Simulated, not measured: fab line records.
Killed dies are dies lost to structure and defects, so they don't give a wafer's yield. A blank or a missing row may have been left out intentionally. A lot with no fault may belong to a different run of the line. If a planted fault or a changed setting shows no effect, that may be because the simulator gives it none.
fab line records	flow n5-finfet
record lots=24	wafers=72	last-day=17
route steps=1938 shown BEOL_M0@718
lots that met no fault: from a run of the same line without faults
start-h: the number of hours between the record's first day and the start of the first shown wafer of the lot	wait-h: hours from the lot's prior step to this one	" identical to the entry in the row above	L1.1+2: a row that stands for several wafers	- no value, or no start was given	* or withheld: withheld	< > ~ a bound
route shown NAME@n: a module of which the file shows steps, and the number in the route of the first	usual: average and standard deviation across the fault-free wafers	same: alike in all rows	chamber/n: place in a boat	sites: per-site readings	_std_site: how widely they spread, as a standard deviation	_edge_site: mean of outer sites minus mean of inner sites	radius-mm: for every site, how far away it sits from the centre of the wafer	mask NAME#n: copy n	behind: the most recent tool/chamber to have shaped the wafer	hold: reason for holding the lot/hours on hold/outcome of the hold	device: transistor that didn't switch, given as n, p or np	end of line: tests run on the same wafers once the route is complete	for a step that has no rows: nothing shown but its recipe	killed: dies that structure and defects cost at the first sort, which is not the same as the wafer's yield	map: shows each die of a wafer: x if killed, . if not, _ if none is there
set.NAME: setting as actually run; set.NAME@STEP: the setting as run at that earlier step	model.NAME: the simulator's own value behind a step, which no gauge read
the route's steps for a sample of lots (tables are steps, rows are wafers)
services: from which hour (start-h, from the record's first day; less than 0 if before it) a tool's chamber was out of use, for how many hours, and why
## steps
# step N5_BEOL_M0_STRIP_104
# recipe chemistry=N2/H2	power-w=450	temp-c=40	pressure-mtorr=20	rf-frequency-hz=6e+07	overash-fraction=0.3	bias-power-w=7	h2-frac=0.5	n2-flow-sccm=200	h2-flow-sccm=200
# usual drypump-motor-current-A=5.8/0.43	oes-product-au=0.81/0.097	rf-vpp-V=59.4/1.7	showerhead-plenum-p-Torr=2.55/0.082	throttle-valve-pct=23.56/0.23
lot.wafer	tool	chamber	start-h	wait-h	drypump-motor-current-A	oes-product-au	rf-hours-counter-h	rf-vpp-V	showerhead-plenum-p-Torr	throttle-valve-pct
L074.1	rie-diel-04	1	113.26	0.0	5.7	0.77	157	58.8	2.64	23.65
L074.2	"	2	"	"	6.3	0.71	220	59.3	2.51	23.70
L074.3	"	3	"	"	5.5	0.85	42	61.4	2.47	23.50
L075.2	rie-diel-03	0	122.95	0.0	5.8	0.67	256	60.7	2.49	24.12
L075.5	"	3	"	"	6.1	0.89	-	59.3	2.58	23.44
L075.6	"	0	"	"	5.7	0.66	-	60.4	2.49	24.10
L076.3	rie-diel-02	1	131.27	0.0	5.6	0.70	220	57.1	2.40	23.36
L076.4	"	3	"	"	6.3	0.74	182	57.1	2.64	23.33
L076.5	"	0	"	"	5.9	0.93	-	62.7	2.58	23.54
L077.3	rie-diel-03	2	136.12	0.0	4.8	0.69	258	57.4	2.49	23.65
L077.5	"	2	"	"	4.8	0.69	-	56.1	2.49	23.65
L077.6	"	0	"	"	5.8	0.66	-	55.9	2.49	24.12
L078.2	rie-diel-04	3	143.23	0.0	5.5	0.84	48	60.7	2.47	23.51
L078.3	"	2	"	"	6.3	0.72	226	59.4	2.51	23.69
L078.4	"	1	"	"	5.7	0.76	164	61.4	2.64	23.69
L079.1	rie-diel-03	3	147.26	0.0	6.1	0.87	50	62.3	2.58	23.55
L079.3	"	1	"	"	6.2	0.91	5	58.0	2.61	23.76
L079.4	"	2	"	"	4.8	0.68	-	58.0	2.48	23.63
L080.2	rie-diel-02	0	157.71	0.0	5.9	0.90	45	58.8	2.57	23.57
L080.4	"	2	"	"	5.9	0.74	162	59.5	2.45	23.83
L080.6	"	0	"	"	5.9	0.90	-	59.6	2.57	23.57
L081.2	rie-diel-03	2	165.43	0.0	4.8	0.67	270	60.8	2.48	23.68
L081.5	"	1	"	"	6.3	0.91	-	58.8	2.61	23.81
L081.6	"	3	"	"	6.1	0.86	-	58.6	2.57	23.52
L082.1	rie-diel-03	2	168.39	0.0	4.8	0.69	271	61.0	2.48	23.65
L082.4	"	3	"	"	6.1	0.85	-	59.4	2.57	23.52
L082.5	"	2	"	"	4.8	0.68	-	57.3	2.48	23.69
L083.1	rie-diel-03	1	174.10	0.0	6.3	0.89	15	60.0	2.60	23.75
L083.4	"	0	"	"	5.8	0.98	-	59.8	2.49	23.79
L083.6	"	1	"	"	6.3	0.90	-	60.1	2.60	23.78
L084.1	rie-diel-02	0	179.26	0.0	5.9	0.89	53	60.1	2.57	23.60
L084.3	"	1	"	"	5.6	0.68	238	56.9	2.39	23.42
L084.4	"	3	"	"	6.3	0.71	200	58.8	2.63	23.35
L085.3	rie-diel-04	1	184.51	0.0	5.7	0.75	178	58.6	2.63	23.69
L085.5	"	2	"	"	6.3	0.71	-	60.7	2.50	23.72
L085.6	"	1	"	"	5.7	0.75	-	57.9	2.63	23.66
L086.1	rie-diel-03	2	193.04	0.0	4.8	0.95	1	60.1	2.48	23.23
L086.2	"	3	"	"	6.1	0.84	68	60.5	2.57	23.51
L086.4	"	1	"	"	6.2	0.89	23	63.2	2.60	23.77
L087.1	rie-diel-04	3	194.51	0.0	5.5	0.80	65	58.6	2.46	23.56
L087.3	"	0	"	"	5.5	0.91	29	62.1	2.68	23.13
L087.6	"	1	"	"	5.7	0.74	-	60.4	2.63	23.69
L088.1	rie-diel-03	0	204.59	0.0	5.8	0.94	15	59.3	2.48	23.79
L088.2	"	3	"	"	6.1	0.82	72	58.5	2.57	23.51
L088.4	"	2	"	"	4.8	0.92	6	59.8	2.48	23.26
L090.3	rie-diel-02	2	218.01	0.0	5.9	0.73	182	60.7	2.44	23.84
L090.4	"	1	"	"	5.6	0.67	249	57.9	2.39	23.40
L090.6	"	0	"	"	5.9	0.88	-	59.9	2.56	23.58
L089.1	rie-diel-02	3	218.07	0.0	6.3	0.70	212	57.8	2.63	23.38
L089.2	"	2	"	"	5.9	0.73	182	54.1	2.44	23.86
L089.4	"	1	"	"	5.6	0.67	249	58.6	2.39	23.38
L091.2	rie-diel-02	3	220.76	0.0	6.3	0.70	214	58.6	2.63	23.40
L091.3	"	0	"	"	5.9	0.87	-	58.3	2.56	23.57
L091.5	"	0	"	"	5.9	0.87	-	60.2	2.56	23.57
L092.2	rie-diel-04	3	226.69	0.0	5.5	0.79	78	62.1	2.46	23.55
L092.3	"	1	"	"	5.7	0.74	188	56.4	2.63	23.68
L092.4	"	0	"	"	5.5	0.87	-	60.0	2.68	23.18
L093.4	rie-diel-02	2	231.25	0.0	5.9	0.72	-	59.7	2.44	23.84
L093.5	"	3	"	"	6.3	0.71	-	60.4	2.62	23.37
L093.6	"	0	"	"	5.9	0.86	-	59.6	2.56	23.62
L094.1	rie-diel-03	2	241.67	0.0	4.8	0.90	11	59.1	2.48	23.26
L094.3	"	3	"	"	6.1	0.83	79	61.2	2.56	23.51
L094.5	"	3	"	"	6.1	0.83	-	59.7	2.56	23.56
L095.3	rie-diel-04	2	242.12	0.0	6.3	1.01	1	59.9	2.49	23.32
L095.4	"	1	"	"	5.7	0.74	-	59.8	2.62	23.68
L095.5	"	2	"	"	6.2	1.04	-	57.0	2.49	23.35
L096.3	rie-diel-02	3	250.76	0.0	6.3	0.70	229	61.4	2.62	23.38
L096.5	"	1	"	"	5.6	0.95	-	61.1	2.70	23.08
L096.6	"	2	"	"	5.9	0.72	-	59.2	2.43	23.86
L097.1	rie-diel-04	2	255.14	0.0	6.3	0.99	6	60.4	2.49	23.35
L097.3	"	1	"	"	5.7	0.74	203	57.2	2.62	23.73
L097.5	"	3	"	"	5.5	0.80	-	58.2	2.45	23.53
# step N5_BEOL_M0_TRENCH_ETCH_107
# recipe chemistry=C4F6/O2	target-depth-a=328	target=SiOC	time-s=16.4	ion-energy-ev=250	pressure-mtorr=30	source-w=355	bias-w=185	Ar_flow_sccm=300	C4F6_flow_sccm=10	O2_flow_sccm=10
# usual drypump-motor-current-A=5.9/0.39	oes_f_703_au=0.80/0.092	oes-product-au=0.81/0.099	rf-vpp-V=670/17	showerhead-plenum-p-Torr=2.85/0.097	throttle-valve-pct=20.80/0.14
lot.wafer	tool	chamber	start-h	wait-h	drypump-motor-current-A	oes_f_703_au	oes-product-au	rf-hours-counter-h	rf-vpp-V	showerhead-plenum-p-Torr	throttle-valve-pct
L074.1	rie-diel-02	0	113.43	0.0	5.9	0.91	0.94	27	685	2.90	20.68
L074.2	"	2	"	"	5.9	0.78	0.76	144	642	2.75	20.87
L074.3	"	3	"	"	6.3	0.69	0.73	179	685	2.95	20.59
L075.2	rie-diel-03	0	123.70	0.0	5.7	0.67	0.67	256	678	2.82	21.10
L075.5	"	3	"	"	6.1	0.85	0.89	-	687	2.89	20.73
L075.6	"	2	"	"	4.8	0.71	0.70	-	673	2.82	21.15
L076.3	rie-diel-02	2	131.77	0.0	5.9	0.77	0.75	153	642	2.74	20.90
L076.4	"	0	"	"	5.9	0.90	0.91	35	685	2.90	20.70
L076.5	"	3	"	"	6.3	0.69	0.72	-	687	2.95	20.61
L077.3	rie-diel-02	1	136.58	0.0	5.6	0.72	0.70	222	651	2.69	20.83
L077.5	"	3	"	"	6.3	0.69	0.72	-	688	2.95	20.61
L077.6	"	2	"	"	5.9	0.77	0.75	-	641	2.74	20.88
L078.2	rie-diel-03	2	143.50	0.0	4.8	0.70	0.69	262	673	2.81	21.17
L078.3	"	3	"	"	6.1	0.84	0.87	48	688	2.88	20.74
L078.4	"	1	"	"	6.2	0.95	0.96	-	680	2.94	20.93
L079.1	rie-diel-04	0	147.43	0.0	5.5	0.91	0.92	14	680	3.05	20.67
L079.3	"	2	"	"	6.3	0.71	0.71	228	664	2.83	21.09
L079.4	"	3	"	"	5.5	0.87	0.84	50	636	2.77	20.58
L080.2	rie-diel-02	0	157.97	0.0	5.9	0.87	0.90	45	684	2.89	20.73
L080.4	"	2	"	"	5.9	0.76	0.75	162	643	2.74	20.89
L080.6	"	2	"	"	5.9	0.76	0.74	-	642	2.74	20.91
L081.2	rie-diel-03	3	165.63	0.0	6.1	0.82	0.86	56	688	2.88	20.76
L081.5	"	3	"	"	6.1	0.82	0.85	-	687	2.88	20.74
L081.6	"	2	"	"	4.8	0.71	0.69	-	673	2.81	21.17
L082.1	rie-diel-02	3	168.82	0.0	6.3	0.68	0.71	196	686	2.95	20.62
L082.4	"	0	"	"	5.9	0.87	0.90	49	684	2.89	20.72
L082.5	"	2	"	"	5.9	0.76	0.75	-	641	2.74	20.93
L083.1	rie-diel-03	1	174.91	0.0	6.3	0.90	0.91	15	677	2.94	20.95
L083.4	"	0	"	"	5.8	0.95	0.97	-	677	2.81	20.76
L083.6	"	1	"	"	6.3	0.91	0.91	-	678	2.94	20.93
L084.1	rie-diel-02	2	179.79	0.0	5.9	0.76	0.74	171	642	2.73	20.93
L084.3	"	3	"	"	6.3	0.68	0.70	200	686	2.94	20.63
L084.4	"	1	"	"	5.6	0.72	0.68	238	651	2.69	20.87
L085.3	rie-diel-02	2	184.68	0.0	5.9	0.76	0.75	172	641	2.73	20.93
L085.5	"	3	"	"	6.3	0.68	0.70	-	685	2.94	20.63
L085.6	"	0	"	"	5.9	0.87	0.89	-	683	2.89	20.73
L086.1	rie-diel-02	1	193.55	0.0	5.6	0.71	0.68	242	652	2.68	20.87
L086.2	"	3	"	"	6.3	0.68	0.70	205	687	2.94	20.65
L086.4	"	0	"	"	5.9	0.86	0.89	56	686	2.89	20.73
L087.1	rie-diel-03	0	194.96	0.0	5.8	0.92	0.94	12	677	2.81	20.75
L087.3	"	1	"	"	6.2	0.89	0.89	24	679	2.93	20.95
L087.6	"	2	"	"	4.8	0.97	0.96	-	671	2.81	20.76
L088.1	rie-diel-02	0	204.76	0.0	5.9	0.85	0.87	60	684	2.89	20.73
L088.2	"	1	"	"	5.6	0.71	0.67	245	652	2.68	20.86
L088.4	"	3	"	"	6.2	0.67	0.70	209	687	2.94	20.65
L090.3	rie-diel-03	3	218.55	0.0	6.1	0.79	0.82	76	687	2.87	20.79
L090.4	"	1	"	"	6.2	0.87	0.88	31	678	2.93	20.97
L090.6	"	0	"	"	5.8	0.90	0.92	-	677	2.80	20.76
L089.1	rie-diel-02	0	218.62	0.0	5.9	0.84	0.88	65	683	2.88	20.75
L089.2	"	3	"	"	6.3	0.67	0.70	212	687	2.94	20.65
L089.4	"	2	"	"	5.9	0.74	0.73	182	641	2.73	20.93
L091.2	rie-diel-02	3	221.48	0.0	6.3	0.67	0.68	214	685	2.94	20.63
L091.3	"	3	"	"	6.3	0.67	0.69	-	686	2.94	20.64
L091.5	"	0	"	"	5.9	0.85	0.86	-	685	2.88	20.76
L092.2	rie-diel-02	2	227.07	0.0	5.9	0.75	0.72	183	641	2.73	20.93
L092.3	"	3	"	"	6.3	0.67	0.69	217	686	2.94	20.65
L092.4	"	2	"	"	5.9	0.75	0.73	-	641	2.73	20.95
L093.4	rie-diel-04	0	231.84	0.0	5.5	0.85	0.88	-	679	3.04	20.70
L093.5	"	1	"	"	5.7	0.73	0.73	-	673	2.96	20.84
L093.6	"	3	"	"	5.5	0.83	0.81	-	634	2.75	20.61
L094.1	rie-diel-03	2	242.52	0.0	4.8	0.93	0.92	12	672	2.80	20.78
L094.3	"	1	"	"	6.3	0.87	0.87	35	678	2.93	20.97
L094.5	"	1	"	"	6.2	0.87	0.88	-	679	2.93	20.95
L095.3	rie-diel-04	2	242.67	0.0	6.3	0.99	1.00	1	663	2.82	20.74
L095.4	"	0	"	"	5.5	0.84	0.87	-	680	3.03	20.73
L095.5	"	1	"	"	5.7	0.73	0.73	-	673	2.95	20.85
L096.3	rie-diel-04	2	250.93	0.0	6.3	0.98	1.00	4	663	2.82	20.74
L096.5	"	3	"	"	5.5	0.82	0.81	-	635	2.75	20.64
L096.6	"	2	"	"	6.3	0.98	1.00	-	663	2.82	20.74
L097.1	rie-diel-04	1	255.52	0.0	5.7	0.72	0.72	203	672	2.95	20.85
L097.3	"	0	"	"	5.6	0.83	0.85	57	680	3.03	20.72
L097.5	"	2	"	"	6.3	0.97	0.97	-	663	2.82	20.74
# step N5_BEOL_M0_DEGAS_112
# recipe ambient=vacuum	temp-c=250	time-s=60
# usual heater-power-w=329/35
lot.wafer	tool	chamber	start-h	wait-h	heater-power-w
L074.1	pvd-sputter-01	-	114.57	0.7	337
L074.2	"	-	"	"	339
L074.3	"	-	"	"	300
L075.2	pvd-sputter-03	-	125.86	1.2	318
L075.5	"	-	"	"	307
L075.6	"	-	"	"	410
L076.3	pvd-sputter-01	-	133.61	0.9	331
L076.4	"	-	"	"	341
L076.5	"	-	"	"	311
L077.3	pvd-sputter-01	-	137.00	0.0	331
L077.5	"	-	"	"	342
L077.6	"	-	"	"	337
L078.2	pvd-sputter-02	-	144.09	0.1	323
L078.3	"	-	"	"	296
L078.4	"	-	"	"	367
L079.1	pvd-sputter-03	-	151.92	4.1	423
L079.3	"	-	"	"	308
L079.4	"	-	"	"	316
L080.2	pvd-sputter-02	-	159.18	0.8	292
L080.4	"	-	"	"	295
L080.6	"	-	"	"	294
L081.2	pvd-sputter-02	-	166.51	0.3	298
L081.5	"	-	"	"	289
L081.6	"	-	"	"	372
L082.1	pvd-sputter-02	-	169.93	0.7	298
L082.4	"	-	"	"	322
L082.5	"	-	"	"	316
L083.1	pvd-sputter-02	-	176.50	0.9	306
L083.4	"	-	"	"	361
L083.6	"	-	"	"	295
L084.1	pvd-sputter-03	-	180.26	0.0	315
L084.3	"	-	"	"	303
L084.4	"	-	"	"	314
L085.3	pvd-sputter-02	-	185.81	0.7	304
L085.5	"	-	"	"	372
L085.6	"	-	"	"	296
L086.1	pvd-sputter-03	-	194.42	0.2	318
L086.2	"	-	"	"	417
L086.4	"	-	"	"	313
L087.1	pvd-sputter-02	-	195.66	0.2	299
L087.3	"	-	"	"	289
L087.6	"	-	"	"	293
L088.1	pvd-sputter-01	-	205.56	0.2	306
L088.2	"	-	"	"	337
L088.4	"	-	"	"	339
L090.3	pvd-sputter-01	-	219.32	0.4	335
L090.4	"	-	"	"	339
L090.6	"	-	"	"	342
L089.1	pvd-sputter-01	-	219.40	0.3	333
L089.2	"	-	"	"	341
L089.4	"	-	"	"	304
L091.2	pvd-sputter-03	-	223.68	1.7	312
L091.3	"	-	"	"	418
L091.5	"	-	"	"	407
L092.2	pvd-sputter-02	-	229.88	2.0	291
L092.3	"	-	"	"	294
L092.4	"	-	"	"	364
L093.4	pvd-sputter-03	-	234.34	0.1	410
L093.5	"	-	"	"	320
L093.6	"	-	"	"	302
L094.1	pvd-sputter-01	-	243.03	0.0	337
L094.3	"	-	"	"	336
L094.5	"	-	"	"	338
L095.3	pvd-sputter-02	-	243.16	0.0	318
L095.4	"	-	"	"	366
L095.5	"	-	"	"	299
L096.3	pvd-sputter-03	-	254.06	2.6	310
L096.5	"	-	"	"	306
L096.6	"	-	"	"	311
L097.1	pvd-sputter-03	-	256.48	0.6	421
L097.3	"	-	"	"	308
L097.5	"	-	"	"	311
# step N5_BEOL_M0_SURFACE_TREAT_137
# recipe gas=Ar	time-s=*	ion-energy-ev=*	ion-current-ma-cm2=0.5	pressure-mtorr=*	ar-flow-sccm=30
# usual pressure-mtorr=*	throttle-valve-pct=*
lot.wafer	tool	chamber	start-h	wait-h	pressure-mtorr	throttle-valve-pct
L074.1	pvd-sputter-03	-	114.90	0.1	*	*
L074.2	"	-	"	"	*	*
L074.3	"	-	"	"	*	*
L075.2	pvd-sputter-03	-	126.20	0.1	*	*
L075.5	"	-	"	"	*	*
L075.6	"	-	"	"	*	*
L076.3	pvd-sputter-03	-	134.47	0.4	*	*
L076.4	"	-	"	"	*	*
L076.5	"	-	"	"	*	*
L077.3	pvd-sputter-03	-	138.97	1.7	*	*
L077.5	"	-	"	"	*	*
L077.6	"	-	"	"	*	*
L078.2	pvd-sputter-01	-	144.53	0.2	*	*
L078.3	"	-	"	"	*	*
L078.4	"	-	"	"	*	*
L079.1	pvd-sputter-03	-	152.30	0.2	*	*
L079.3	"	-	"	"	*	*
L079.4	"	-	"	"	*	*
L080.2	pvd-sputter-02	-	159.62	0.2	*	*
L080.4	"	-	"	"	*	*
L080.6	"	-	"	"	*	*
L081.2	pvd-sputter-02	-	166.89	0.2	*	*
L081.5	"	-	"	"	*	*
L081.6	"	-	"	"	*	*
L082.1	pvd-sputter-03	-	170.27	0.1	*	*
L082.4	"	-	"	"	*	*
L082.5	"	-	"	"	*	*
L083.1	pvd-sputter-02	-	176.88	0.2	*	*
L083.4	"	-	"	"	*	*
L083.6	"	-	"	"	*	*
L084.1	pvd-sputter-01	-	181.28	0.8	*	*
L084.3	"	-	"	"	*	*
L084.4	"	-	"	"	*	*
L085.3	pvd-sputter-02	-	186.16	0.1	*	*
L085.5	"	-	"	"	*	*
L085.6	"	-	"	"	*	*
L086.1	pvd-sputter-02	-	194.76	0.1	*	*
L086.2	"	-	"	"	*	*
L086.4	"	-	"	"	*	*
L087.1	pvd-sputter-02	-	196.20	0.3	*	*
L087.3	"	-	"	"	*	*
L087.6	"	-	"	"	*	*
L088.1	pvd-sputter-01	-	205.95	0.1	*	*
L088.2	"	-	"	"	*	*
L088.4	"	-	"	"	*	*
L090.3	pvd-sputter-01	-	219.68	0.2	*	*
L090.4	"	-	"	"	*	*
L090.6	"	-	"	"	*	*
L089.1	pvd-sputter-01	-	219.84	0.2	*	*
L089.2	"	-	"	"	*	*
L089.4	"	-	"	"	*	*
L091.2	pvd-sputter-03	-	224.06	0.2	*	*
L091.3	"	-	"	"	*	*
L091.5	"	-	"	"	*	*
L092.2	pvd-sputter-02	-	230.28	0.2	*	*
L092.3	"	-	"	"	*	*
L092.4	"	-	"	"	*	*
L093.4	pvd-sputter-01	-	235.37	0.6	*	*
L093.5	"	-	"	"	*	*
L093.6	"	-	"	"	*	*
L094.1	pvd-sputter-01	-	243.52	0.3	*	*
L094.3	"	-	"	"	*	*
L094.5	"	-	"	"	*	*
L095.3	pvd-sputter-01	-	243.58	0.2	*	*
L095.4	"	-	"	"	*	*
L095.5	"	-	"	"	*	*
L096.3	pvd-sputter-03	-	254.70	0.2	*	*
L096.5	"	-	"	"	*	*
L096.6	"	-	"	"	*	*
L097.1	pvd-sputter-02	-	256.91	0.2	*	*
L097.3	"	-	"	"	*	*
L097.5	"	-	"	"	*	*
# step N5_BEOL_M0_ANNEAL_117
# recipe temp-c=400	time-s=60	ambient=vacuum
# usual heater-power-w=816/80
lot.wafer	tool	chamber	start-h	wait-h	heater-power-w
L074.1	pvd-sputter-01	-	115.18	0.0	848
L074.2	"	-	"	"	837
L074.3	"	-	"	"	769
L075.2	pvd-sputter-03	-	126.48	0.0	772
L075.5	"	-	"	"	758
L075.6	"	-	"	"	786
L076.3	pvd-sputter-03	-	134.91	0.0	1011
L076.4	"	-	"	"	761
L076.5	"	-	"	"	1039
L077.3	pvd-sputter-01	-	139.52	0.0	814
L077.5	"	-	"	"	797
L077.6	"	-	"	"	768
L078.2	pvd-sputter-01	-	144.93	0.0	849
L078.3	"	-	"	"	829
L078.4	"	-	"	"	771
L079.1	pvd-sputter-01	-	152.62	0.0	812
L079.3	"	-	"	"	775
L079.4	"	-	"	"	853
L080.2	pvd-sputter-02	-	159.90	0.0	892
L080.4	"	-	"	"	747
L080.6	"	-	"	"	926
L081.2	pvd-sputter-01	-	167.51	0.1	840
L081.5	"	-	"	"	832
L081.6	"	-	"	"	821
L082.1	pvd-sputter-02	-	170.57	0.0	796
L082.4	"	-	"	"	731
L082.5	"	-	"	"	727
L083.1	pvd-sputter-02	-	177.17	0.0	732
L083.4	"	-	"	"	915
L083.6	"	-	"	"	711
L084.1	pvd-sputter-03	-	182.72	0.0	787
L084.3	"	-	"	"	790
L084.4	"	-	"	"	772
L085.3	pvd-sputter-02	-	186.45	0.0	726
L085.5	"	-	"	"	807
L085.6	"	-	"	"	758
L086.1	pvd-sputter-02	-	195.06	0.0	745
L086.2	"	-	"	"	895
L086.4	"	-	"	"	736
L087.1	pvd-sputter-02	-	196.48	0.0	732
L087.3	"	-	"	"	908
L087.6	"	-	"	"	734
L088.1	pvd-sputter-02	-	206.21	0.0	725
L088.2	"	-	"	"	898
L088.4	"	-	"	"	805
L090.3	pvd-sputter-01	-	220.20	0.0	852
L090.4	"	-	"	"	849
L090.6	"	-	"	"	826
L089.1	pvd-sputter-01	-	220.72	0.0	847
L089.2	"	-	"	"	773
L089.4	"	-	"	"	836
L091.2	pvd-sputter-02	-	224.32	0.0	727
L091.3	"	-	"	"	797
L091.5	"	-	"	"	746
L092.2	pvd-sputter-02	-	230.66	0.0	908
L092.3	"	-	"	"	738
L092.4	"	-	"	"	734
L093.4	pvd-sputter-01	-	235.89	0.0	850
L093.5	"	-	"	"	833
L093.6	"	-	"	"	849
L094.1	pvd-sputter-03	-	244.01	0.0	776
L094.3	"	-	"	"	774
L094.5	"	-	"	"	751
L095.3	pvd-sputter-03	-	244.45	0.0	1035
L095.4	"	-	"	"	761
L095.5	"	-	"	"	789
L096.3	pvd-sputter-03	-	254.98	0.0	1012
L096.5	"	-	"	"	772
L096.6	"	-	"	"	1038
L097.1	pvd-sputter-03	-	257.30	0.0	1015
L097.3	"	-	"	"	773
L097.5	"	-	"	"	758
# step N5_BEOL_M0_CMP_120
# recipe stop-on=SiOC	t-overpolish-s=6.9	down-force-psi=1	platen-rpm=50	clearing-platen-down-force-psi=1.5	clearing-platen-rpm=50	post-cmp-clean=cu-alkaline	clearing-platen-pad-velocity-m-s=0.99484	pad-velocity-m-s=0.99484
# usual barrier-field-endpoint-s=3.65/0.12	clearing-platen-down-force-psi=1.5003/0.0029	motor-current-A=5.9/0.46	overpolish-run-s=6.901/0.0086	time-to-endpoint-s=62/3.1
lot.wafer	tool	chamber	start-h	wait-h	barrier-field-endpoint-s	clearing-platen-down-force-psi	motor-current-A	overpolish-run-s	time-to-endpoint-s
L074.1	cmp-01	3	115.99	0.3	3.62	1.4967	5.6	6.908	63
L074.3	"	0	"	"	3.71	1.4994	4.8	6.901	62
L074.2	"	1	"	"	3.52	1.5007	6.3	6.901	61
L075.2	cmp-03	3	127.38	0.3	3.45	1.4995	5.6	6.895	56
L075.5	"	0	"	"	3.63	1.4972	6.1	6.914	62
L075.6	"	1	"	"	3.54	1.5042	6.3	6.911	60
L076.4	cmp-03	0	135.76	0.2	3.62	1.4998	6.1	6.895	60
L076.3	"	1	"	"	3.65	1.5015	6.3	6.912	56
L076.5	"	2	"	"	3.54	1.4960	5.5	6.908	57
L077.3	cmp-03	3	140.40	0.3	3.37	1.5025	5.2	6.907	53
L077.6	"	0	"	"	3.46	1.5009	5.8	6.903	61
L077.5	"	1	"	"	3.36	1.5010	6.3	6.900	56
L078.4	cmp-01	2	145.70	0.1	3.56	1.4926	6.0	6.905	66
L078.3	"	3	"	"	3.65	1.4967	5.2	6.901	63
L078.2	"	0	"	"	3.56	1.4994	4.7	6.896	62
L079.1	cmp-01	1	153.39	0.3	3.66	1.4980	6.4	6.903	60
L079.3	"	3	"	"	3.63	1.5046	5.5	6.899	64
L079.4	"	0	"	"	3.55	1.4977	4.9	6.895	62
L080.2	cmp-04	2	161.49	0.3	3.57	1.4989	6.0	6.906	57
L080.4	"	3	"	"	3.68	1.4969	6.1	6.918	64
L080.6	"	0	"	"	3.64	1.4939	6.0	6.889	62
L081.2	cmp-01	1	168.40	0.3	3.65	1.4962	6.2	6.909	62
L081.6	"	2	"	"	3.57	1.5037	6.1	6.895	60
L081.5	"	3	"	"	3.62	1.5037	5.5	6.910	62
L082.1	cmp-04	0	171.58	0.3	3.39	1.5055	6.0	6.913	61
L082.4	"	2	"	"	3.47	1.4995	6.1	6.898	58
L082.5	"	1	"	"	3.59	1.4994	6.0	6.890	62
L083.4	cmp-03	1	178.01	0.1	3.74	1.4984	6.6	6.902	63
L083.1	"	2	"	"	3.74	1.5036	5.6	6.904	65
L083.6	"	2	"	"	3.78	1.5012	5.5	6.895	65
L084.3	cmp-03	2	183.56	0.2	3.48	1.5027	5.6	6.902	60
L084.4	"	0	"	"	3.64	1.5035	5.9	6.898	60
L084.1	"	1	"	"	3.68	1.5023	6.2	6.906	61
L085.3	cmp-01	2	187.57	0.4	3.68	1.4983	6.2	6.914	60
L085.5	"	0	"	"	3.74	1.5037	4.6	6.887	61
L085.6	"	1	"	"	3.70	1.5031	6.5	6.905	61
L086.4	cmp-03	1	197.23	0.1	3.90	1.5071	6.0	6.910	62
L086.1	"	2	"	"	3.80	1.5024	5.6	6.897	61
L086.2	"	3	"	"	3.76	1.4993	5.2	6.906	60
L087.1	cmp-04	1	198.60	0.5	3.72	1.4993	5.8	6.892	66
L087.3	"	0	"	"	3.66	1.5010	6.0	6.896	64
L087.6	"	1	"	"	3.84	1.4993	6.2	6.900	65
L088.1	cmp-04	1	206.98	0.3	3.82	1.5051	6.3	6.905	62
L088.2	"	2	"	"	3.60	1.5015	6.0	6.895	60
L088.4	"	3	"	"	3.81	1.4969	6.1	6.890	66
L090.3	cmp-03	0	221.10	0.2	3.75	1.4975	6.1	6.904	68
L090.4	"	3	"	"	3.75	1.4995	5.4	6.894	60
L090.6	"	1	"	"	3.84	1.5010	6.3	6.896	62
L089.2	cmp-01	3	221.49	0.2	3.89	1.5010	5.5	6.888	61
L089.1	"	1	"	"	3.66	1.5008	6.4	6.880	63
L089.4	"	2	"	"	3.78	1.4966	6.4	6.896	62
L091.2	cmp-03	3	225.40	0.3	3.71	1.4987	5.7	6.900	58
L091.3	"	0	"	"	3.78	1.4973	5.7	6.906	64
L091.5	"	2	"	"	3.80	1.4944	5.7	6.901	64
L092.2	cmp-04	0	231.49	0.3	3.69	1.4991	5.3	6.892	66
L092.3	"	1	"	"	3.66	1.5017	6.0	6.905	63
L092.4	"	2	"	"	3.38	1.5008	6.2	6.892	59
L093.4	cmp-01	2	236.67	0.1	3.54	1.4990	6.8	6.908	60
L093.5	"	2	"	"	3.51	1.5014	6.3	6.909	61
L093.6	"	3	"	"	3.50	1.4950	5.2	6.888	61
L094.3	cmp-04	0	245.89	1.2	3.64	1.4975	5.7	6.913	58
L094.1	"	1	"	"	3.57	1.5000	6.0	6.902	62
L094.5	"	1	"	"	3.61	1.5024	6.0	6.898	61
L095.4	cmp-04	2	246.38	1.3	3.75	1.4984	5.8	6.890	60
L095.3	"	0	"	"	3.61	1.5014	5.9	6.902	61
L095.5	"	2	"	"	3.66	1.5039	6.5	6.881	61
L096.3	cmp-04	3	255.83	0.2	3.65	1.4947	6.4	6.908	66
L096.6	"	1	"	"	3.69	1.4956	5.8	6.902	67
L096.5	"	2	"	"	3.56	1.5021	6.3	6.895	59
L097.1	cmp-04	3	258.45	0.4	3.78	1.5013	6.1	6.914	65
L097.3	"	1	"	"	3.85	1.5023	5.9	6.901	64
L097.5	"	0	"	"	3.85	1.4970	5.8	6.895	64
## services
tool	chamber	start-h	hours	kind
rie-diel-02	0	91.45	11.1	repair
pvd-sputter-02	-	96.11	3.1	repair
cmp-04	-	97.58	0.8	repair
rie-diel-02	3	99.64	9.0	repair
cmp-01	-	100.42	13.8	pm
rie-diel-02	3	117.67	8.6	repair
cmp-01	-	121.61	1.0	repair
rie-diel-04	-	122.84	15.6	pm
cmp-04	-	128.05	1.6	repair
cmp-01	-	147.65	1.7	repair
cmp-03	-	158.52	0.8	repair
cmp-03	-	165.89	4.2	repair
cmp-04	-	168.60	0.6	repair
cmp-04	-	176.36	1.2	repair
cmp-01	-	180.66	6.0	pm
pvd-sputter-02	-	200.34	4.0	repair
cmp-04	-	210.91	1.6	repair
rie-diel-03	-	212.07	0.1	repair
cmp-01	-	216.91	1.5	repair
rie-diel-03	-	223.88	15.6	pm
cmp-03	-	230.98	19.1	repair
cmp-04	-	235.93	5.2	pm
rie-diel-04	3	238.86	7.2	repair
cmp-04	-	243.75	1.7	repair
## key
fault none
